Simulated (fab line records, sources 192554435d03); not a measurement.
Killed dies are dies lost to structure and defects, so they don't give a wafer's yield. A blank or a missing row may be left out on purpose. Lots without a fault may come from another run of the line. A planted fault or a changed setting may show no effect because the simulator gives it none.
Which tool did it? | flow n5_finfet | 10 lots, 28 wafers sampled, at 5 steps of a route of 1938

WHAT THE GAUGES READ, wafer by wafer
N5_BEOL_M12_THK_MEAS_01.
lot  | measured     | on            | M12_ILD_THK (nm)
L918 | day 10 19:25 | film_metro-02 | 653 647 658
L921 | day 11 10:56 | film_metro-01 | 648 656 657
L925 | day 12 12:38 | film_metro-01 | 652 658 664
L926 | day 12 14:32 | film_metro-01 | 664 658 663
L927 | day 12 23:29 | film_metro-01 | 659 654 666
L928 | day 13 03:04 | film_metro-02 | 659 668 666
L932 | day 13 22:54 | film_metro-02 | 969 985
L933 | day 14 00:14 | film_metro-01 | 971 661
L940 | day 15 23:31 | film_metro-02 | 649 661 666
L939 | day 17 03:59 | film_metro-01 | 658 658 661

WHICH TOOL RAN EACH LOT (tool, then ch and the chambers of the sampled wafers, then the start)
lot  | N5_BEOL_M11_CURE_72           | N5_BEOL_M11_SPUTTER_48       | N5_BEOL_M11_ANNEAL_51            | N5_BEOL_M12_ILD_DEP_00
L918 | uv_cure-02 ch 2, day 10 15:29 | pvd_sputter-01, day 10 18:16 | rtp_anneal-01 ch 0, day 10 18:30 | pecvd-02 ch 1,2, day 10 19:17
L921 | uv_cure-03 ch 0, day 11 08:46 | pvd_sputter-03, day 11 09:48 | rtp_anneal-01 ch 0, day 11 10:07 | pecvd-04 ch 0,1, day 11 10:49
L925 | uv_cure-02 ch 1, day 12 08:32 | pvd_sputter-03, day 12 09:49 | rtp_anneal-02 ch 0, day 12 11:43 | pecvd-01 ch 0,1,2, day 12 12:30
L926 | uv_cure-02 ch 0, day 12 12:01 | pvd_sputter-01, day 12 13:01 | rtp_anneal-02 ch 0, day 12 13:37 | pecvd-02 ch 0,1,2, day 12 14:24
L927 | uv_cure-02 ch 2, day 12 19:50 | pvd_sputter-02, day 12 22:13 | rtp_anneal-02 ch 0, day 12 22:31 | pecvd-04 ch 0,2, day 12 23:22
L928 | uv_cure-02 ch 0, day 13 00:48 | pvd_sputter-01, day 13 01:55 | rtp_anneal-02 ch 0, day 13 02:08 | pecvd-04 ch 1,2, day 13 02:56
L932 | uv_cure-03 ch 1, day 13 20:01 | pvd_sputter-03, day 13 21:46 | rtp_anneal-01 ch 0, day 13 22:02 | pecvd-04 ch 0,2, day 13 22:46
L933 | uv_cure-01 ch 0, day 13 21:16 | pvd_sputter-03, day 13 22:42 | rtp_anneal-01 ch 0, day 13 23:25 | pecvd-04 ch 1,2, day 14 00:09
L940 | uv_cure-01 ch 1, day 15 20:19 | pvd_sputter-02, day 15 21:59 | rtp_anneal-01 ch 0, day 15 22:34 | pecvd-02 ch 1,2, day 15 23:20
L939 | uv_cure-02 ch 1, day 17 01:20 | pvd_sputter-02, day 17 02:23 | rtp_anneal-01 ch 0, day 17 02:55 | pecvd-02 ch 0,1,2, day 17 03:52
- N5_BEOL_M11_CURE_72: cures SiCOH lowk, time 120 s.
- N5_BEOL_M11_SPUTTER_48: material Cu, target thk 12 nm, time 2 s.
- N5_BEOL_M11_ANNEAL_51: time 90 s.
- N5_BEOL_M12_ILD_DEP_00: deposits SiOC from DEMS/O2, target thk 658.92 nm, time 130.7 s.

THE ANSWER, worked out from the rows above alone
Rule: what is usual is taken from the lots themselves. Put in order of their means at a reading, lots are off if they are a third of the lots or fewer, leave a main group of 4 or more, and stand apart from it by a gap of 3 or more times the standard deviation of the main group's means; of several such gaps the widest counts. A main group whose means are all the same, to the digits that the tables above print for the reading, isn't used. A lot without any number at a reading at which 4 lots or more have one is off too. The other lots that the step has rows for count as sound.
Off: L932, L933, at N5_BEOL_M12_THK_MEAS_01 (M12_ILD_THK). The main group: mean 658 nm, standard deviation 3.6.
A tool fits if, at a process step before that reading, it ran every lot that is off, and no sound lot after the first of them. The gauges at N5_BEOL_M12_THK_MEAS_01 are tried like those tools. Can't be told from this: 2 tools fit, pvd_sputter-03 at N5_BEOL_M11_SPUTTER_48, pecvd-04 at N5_BEOL_M12_ILD_DEP_00.

WHAT THE SIMULATOR HAD PUT IN
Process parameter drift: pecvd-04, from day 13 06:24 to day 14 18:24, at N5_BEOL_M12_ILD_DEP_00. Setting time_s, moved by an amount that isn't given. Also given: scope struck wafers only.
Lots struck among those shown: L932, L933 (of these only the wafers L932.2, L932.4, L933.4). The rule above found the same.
